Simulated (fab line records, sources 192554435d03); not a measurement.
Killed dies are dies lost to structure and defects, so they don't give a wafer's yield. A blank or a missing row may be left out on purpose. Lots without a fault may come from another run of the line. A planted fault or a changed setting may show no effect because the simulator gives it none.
Chamber matching | flow n5_finfet | N5_FIN_SAQP_SPACER1_ALD_24 on ald_sin-03: 4 sister chambers
The step deposits SiO2, target thk 20.3 nm, pulse time 1 s, purge time 2 s. 4 wafers are shown with their chamber, then 7 later ones without.

WAFERS WITH THEIR CHAMBER
wafer  | chamber | heater_power_w (W)
L089.2 | 0       | 406
L089.4 | 3       | 490
L091.3 | 2       | 443
L091.4 | 1       | 364

WAFERS WITHOUT THEIR CHAMBER
wafer  | heater_power_w (W)
L091.6 | 361
L093.1 | 430
L093.4 | 501
L093.6 | 489
L095.1 | 360
L095.2 | 445
L095.3 | 492

WHICH CHAMBER EACH WENT THROUGH
wafer  | from the rows above     | in truth
L091.6 | 1                       | 1
L093.1 | can't be placed: 2 or 0 | 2
L093.4 | 3                       | 3
L093.6 | 3                       | 3
L095.1 | 1                       | 1
L095.2 | 2                       | 2
L095.3 | 3                       | 3
Placed correctly: 6 of 7. Can't be placed from these rows: 1 (the true chamber is among the candidates in 1). Placed wrongly: 0.
How it was worked out, from the rows above alone: a wafer's distance from a chamber is the root of the sum, over the readings, of the square of ((its reading less the chamber's mean) divided by the reading's scatter). The wafer belongs to the nearest chamber; if the next one is less than 2 further off, it can't be placed. A chamber's mean is the mean of its shown wafers. The scatter: with one shown wafer a chamber, the root of the mean of the squares of how far each hidden wafer lies from its nearest shown one.
